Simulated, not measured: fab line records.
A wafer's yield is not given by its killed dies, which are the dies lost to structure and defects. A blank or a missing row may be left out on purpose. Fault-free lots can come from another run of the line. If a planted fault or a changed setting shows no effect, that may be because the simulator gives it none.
What tool caused it?	flow n5-finfet	72 wafers from 24 lots sampled at 4 of the route's 1938 steps

## WHAT THE GAUGES SHOWED, per wafer
N5_HKMG_FIN_CD_MEAS_49: target cd 202 nm.
lot	measured	on	cd-nm (nm)
L074	day 3 22:22	cd-sem-02	202.8 201.7 203.0
L075	day 4 07:54	cd-sem-03	200.9 201.5 202.1
L076	day 4 12:14	cd-sem-02	201.4 200.6 201.3
L077	day 4 22:59	cd-sem-02	202.2 201.8 203.4
L078	day 5 08:03	cd-sem-03	202.9 201.5 201.2
L079	day 5 09:35	cd-sem-03	201.9 202.7 201.8
L080	day 5 13:49	cd-sem-01	203.4 202.7 202.6
L081	day 6 05:19	cd-sem-01	202.4 203.6 202.5
L082	day 6 06:43	cd-sem-02	200.0 201.1 200.8
L083	day 6 09:44	cd-sem-02	201.6 199.9 201.9
L084	day 6 12:28	cd-sem-03	202.0 201.3 201.2
L085	day 7 01:07	cd-sem-02	202.7 201.6 203.0
L086	day 7 07:38	cd-sem-01	201.5 201.9 201.5
L087	day 7 13:01	cd-sem-03	199.8 200.8 201.2
L088	day 7 17:40	cd-sem-01	201.8 201.8 201.9
L089	day 7 22:01	cd-sem-01	202.1 199.6 201.4
L090	day 8 02:16	cd-sem-02	200.0 200.2 201.4
L091	day 8 05:34	cd-sem-01	200.8 202.1 199.9
L092	day 8 12:23	cd-sem-02	202.3 202.0 201.9
L093	day 8 18:59	cd-sem-03	201.4 202.2 201.4
L094	day 9 04:24	cd-sem-02	201.1 201.1 202.5
L095	day 9 05:50	cd-sem-02	201.6 201.9 201.5
L096	day 9 20:24	cd-sem-01	201.8 200.4 200.1
L097	day 9 20:50	cd-sem-01	202.3 201.7 201.6

N5_HKMG_FIN_OVL_MEAS_50.
lot	measured	on	NDIPOLE_OVL (nm)
L074	day 3 22:23	overlay-01	0.2 0.2 1.0
L075	day 4 07:56	overlay-01	-0.3 -0.1 -1.6
L076	day 4 12:16	overlay-01	0.4 0.3 -1.0
L077	day 4 23:01	overlay-02	-0.2 0.3 0.8
L078	day 5 08:04	overlay-02	0.5 -0.3 -0.3
L079	day 5 09:37	overlay-01	0.6 -0.1 0.6
L080	day 5 13:50	overlay-01	0.1 -0.7 -0.2
L081	day 6 05:21	overlay-01	-0.5 -0.2 -0.6
L082	day 6 06:45	overlay-02	0.0 0.5 0.2
L083	day 6 09:46	overlay-02	-0.9 -1.2 -1.5
L084	day 6 12:29	overlay-02	-0.4 0.1 0.4
L085	day 7 01:09	overlay-01	0.0 -0.2 0.9
L086	day 7 07:40	overlay-01	0.1 0.1 0.4
L087	day 7 13:02	overlay-02	-1.6 -0.8 -1.8
L088	day 7 17:42	overlay-02	0.3 -0.9 -0.4
L089	day 7 22:03	overlay-02	-0.1 1.0 1.1
L090	day 8 02:17	overlay-02	-0.3 0.0 0.4
L091	day 8 05:35	overlay-01	-0.7 -1.1 -1.1
L092	day 8 12:24	overlay-02	-0.7 -0.3 -0.1
L093	day 8 19:00	overlay-01	0.1 -0.1 -1.6
L094	day 9 04:26	overlay-01	1.2 -0.1 1.7
L095	day 9 05:52	overlay-02	-0.9 -0.4 -0.7
L096	day 9 20:26	overlay-01	-0.7 0.8 -0.8
L097	day 9 20:52	overlay-02	0.6 0.3 0.6

N5_HKMG_FIN_THK_MEAS_70: measures by xrf.
lot	measured	on	HK_THK (nm)
L074	day 4 00:51	film-metro-02	1.575 1.602 1.601
L075	day 4 10:44	film-metro-01	1.557 1.556 1.559
L076	day 4 15:02	film-metro-01	1.550 1.557 1.544
L077	day 5 01:29	film-metro-02	1.538 1.579 1.554
L078	day 5 11:21	film-metro-01	1.568 1.557 1.561
L079	day 5 12:31	film-metro-02	1.568 1.541 1.577
L080	day 5 17:06	film-metro-01	1.592 1.572 1.569
L081	day 6 08:15	film-metro-01	1.564 1.586 1.547
L082	day 6 09:17	film-metro-01	1.567 1.587 1.564
L083	day 6 12:24	film-metro-01	1.574 1.577 1.555
L084	day 6 15:04	film-metro-01	1.568 1.582 1.605
L085	day 7 03:55	film-metro-01	1.549 1.554 1.553
L086	day 7 11:04	film-metro-02	1.584 1.565 1.524
L087	day 7 15:50	film-metro-01	1.582 1.567 1.571
L088	day 7 20:35	film-metro-02	1.570 1.547 1.522
L089	day 8 00:31	film-metro-02	1.572 1.580 1.555
L090	day 8 05:13	film-metro-01	1.602 1.579 1.585
L091	day 8 08:04	film-metro-01	1.579 1.598 1.568
L092	day 8 14:53	film-metro-02	1.552 1.547 1.526
L093	day 8 22:34	film-metro-02	1.584 1.579 1.545
L094	day 9 07:32	film-metro-01	1.555 1.566 1.585
L095	day 9 08:31	film-metro-02	1.572 1.598 1.566
L096	day 9 23:20	film-metro-01	1.578 1.568 1.572
L097	day 9 23:39	film-metro-01	1.575 1.567 1.593

## WHICH TOOL RAN EACH LOT (tool, then ch and the chambers of the sampled wafers, then the start)
lot	N5_HKMG_FIN_HK_ALD_01
L074	ald-hk-02 ch 0,2,3, day 3 21:28
L075	ald-hk-03 ch 1,2,3, day 4 06:57
L076	ald-hk-03 ch 0,1,2, day 4 11:20
L077	ald-hk-03 ch 1,2,3, day 4 21:52
L078	ald-hk-03 ch 0,1,3, day 5 07:05
L079	ald-hk-01 ch 0,2,3, day 5 08:25
L080	ald-hk-02 ch 1,3, day 5 12:52
L081	ald-hk-01 ch 0,1,3, day 6 04:23
L082	ald-hk-02 ch 1,2,3, day 6 05:42
L083	ald-hk-03 ch 0,3, day 6 08:54
L084	ald-hk-02 ch 0,1,3, day 6 11:31
L085	ald-hk-02 ch 0,2,3, day 7 00:18
L086	ald-hk-03 ch 0,1, day 7 06:50
L087	ald-hk-02 ch 1,2, day 7 12:11
L088	ald-hk-02 ch 1,3, day 7 16:40
L089	ald-hk-03 ch 0,1, day 7 21:01
L090	ald-hk-01 ch 1,2,3, day 8 01:12
L091	ald-hk-01 ch 0,2,3, day 8 04:34
L092	ald-hk-01 ch 0,1, day 8 11:25
L093	ald-hk-02 ch 2,3, day 8 18:08
L094	ald-hk-01 ch 0,1,2, day 9 03:07
L095	ald-hk-03 ch 1,2, day 9 04:53
L096	ald-hk-02 ch 0,1,3, day 9 19:26
L097	ald-hk-01 ch 0,2,3, day 9 20:01
- N5_HKMG_FIN_HK_ALD_01: deposits HfO2, target thk 1.6 nm, pulse time 3 s, purge time 3 s.

## WHAT THE TOOLS THEMSELVES READ (means of the sampled wafers that have a number; where no wafer has one, the mark that the record gives instead)
N5_HKMG_FIN_HK_ALD_01.
lot	tool	precursor-pulse-height-rel
L074	ald-hk-02	1.004
L075	ald-hk-03	1.008
L076	ald-hk-03	0.984
L077	ald-hk-03	1.002
L078	ald-hk-03	0.987
L079	ald-hk-01	0.991
L080	ald-hk-02	1.006
L081	ald-hk-01	0.997
L082	ald-hk-02	1.010
L083	ald-hk-03	1.009
L084	ald-hk-02	1.009
L085	ald-hk-02	0.989
L086	ald-hk-03	0.995
L087	ald-hk-02	1.004
L088	ald-hk-02	1.002
L089	ald-hk-03	0.979
L090	ald-hk-01	1.000
L091	ald-hk-01	0.986
L092	ald-hk-01	1.012
L093	ald-hk-02	1.003
L094	ald-hk-01	1.016
L095	ald-hk-03	0.999
L096	ald-hk-02	1.008
L097	ald-hk-01	0.984

## THE ANSWER, worked out from the rows above alone
Rule: the lots themselves supply what counts as usual. Put in order of their means at a reading, lots are off if they are a third of the lots or fewer, leave a main group of 4 or more, and stand apart from it by a gap of 3 or more times the standard deviation of the main group's means; of several such gaps the widest counts. The tables above print the reading to a certain number of digits; a main group whose means all agree to those digits is not used. Also off: a lot with no number at a reading for which 4 or more lots have one. The other lots that the step has rows for count as sound. Order of review: gauges by route order, followed by the tools' own readings, for which a lot's mean as printed above is used. At the first step where some lot is off, the reading lying furthest off is the one used; lots without a number count as furthest.
None of the lots is off at any reading shown; this tells nothing.

## WHAT THE SIMULATOR HAD PUT IN
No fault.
